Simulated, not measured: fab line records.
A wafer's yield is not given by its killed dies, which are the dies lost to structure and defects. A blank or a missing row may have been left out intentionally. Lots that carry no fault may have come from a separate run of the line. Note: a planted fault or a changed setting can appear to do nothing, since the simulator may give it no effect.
Struck lot and sound lot, side by side | flow nand-harc | 14 steps out of a route of 1302
Sound: wafers L495.3, L495.4, L495.5. Wafers struck: L507.2, L507.4, L507.6. The cause is named last.
Each step with rows lists, per side, the tool, then ch with its chambers, then its first start. Under that, the readings that differ: sound wafers | struck wafers | difference of the means | sigmas: that difference in standard deviations of wafers without a fault.
alike: readings whose means differ by less than 2 such deviations, and words and numbers that are the same on both sides. not compared: withheld readings, readings that some wafer has no value for, bounds like >300 that may hide the same value, and numbers for which the record gives no deviation and whose values overlap.
Wherever a step has rows on one side only, a row that says differs or no value, or a row with sigmas, the two part there. Numbers that don't overlap but have no deviation are shown without sigmas and don't part them. Lack of a reading on every wafer of one side parts them only where that side has two or more wafers.

first, 6 steps without rows for these wafers: NHARC_A_DECK1_JOINT_CVD_34 (deposits SiNx, target thk 20 nm); NHARC_A_DECK1_JOINT_DEP_06 (deposits SiOx, target thk 80 nm); NHARC_A_DECK1_JOINT_CURE_26 (time 32 s); NHARC_A_DECK1_JOINT_ANNEAL_27 (time 3600 s); NHARC_A_DECK1_JOINT_ANNEAL_28 (time 1800 s); NHARC_A_DECK1_JOINT_ANNEAL_29 (time 1800 s).
NHARC_A_DECK1_JOINT_CMP_02: polishes SiOx.
  sound on cmp-04 ch 0,2,3, day 13 06:51; struck on cmp-02 ch 0,3, day 18 01:16
  alike: motor-current-A, slurry-filter-dp-kPa, slurry-flow-ml-min
then, 1 step without rows for these wafers: NHARC_A_DECK1_JOINT_SRD_15.
NHARC_A_DECK1_JOINT_DEP_16: deposits SiO2, target thk 45 nm.
  sound on pecvd-02 ch 0,1,2, day 13 07:16; struck on pecvd-01 ch 0,1,2, day 18 01:43
  alike: heater-power-w, susceptor-temp-C, throttle-valve-pct
NHARC_A_DECK1_JOINT_THK_MEAS_17: measures by ellipsometry.
  sound: film-metro-01 at day 13 07:32; struck: film-metro-01 at day 18 01:56
  alike: thk-nm
NHARC_A_DECK1_JOINT_INSPECT_05:
  sound: defect-inspect-01 at day 13 07:34; struck: defect-inspect-01 at day 18 01:58
  alike: raw-defect-count
NHARC_A_ONON_D2_DEP_00: target thk 1000 nm.
  sound on pecvd-onon-02 ch 0, day 13 07:44; struck on pecvd-onon-01 ch 0, day 18 02:06
  alike: susceptor-temp-C
NHARC_A_ONON_D2_THK_MEAS_02: measures by ellipsometry.
  sound: film-metro-01 at day 13 08:08; struck: film-metro-01 at day 18 02:33
  reading     | sound          | struck      | difference | sigmas
  thk-nm (nm) | 1015 1013 1014 | 855 855 853 | -160       | -20
following that, 1 step holds no rows for these wafers, namely NHARC_A_ONON_D2_DEP_03 (target thickness 1000 nm).

WHERE THEY PART
At NHARC_A_ONON_D2_THK_MEAS_02 and nowhere else, as far as this record goes.

WHY: the cause the simulator had injected
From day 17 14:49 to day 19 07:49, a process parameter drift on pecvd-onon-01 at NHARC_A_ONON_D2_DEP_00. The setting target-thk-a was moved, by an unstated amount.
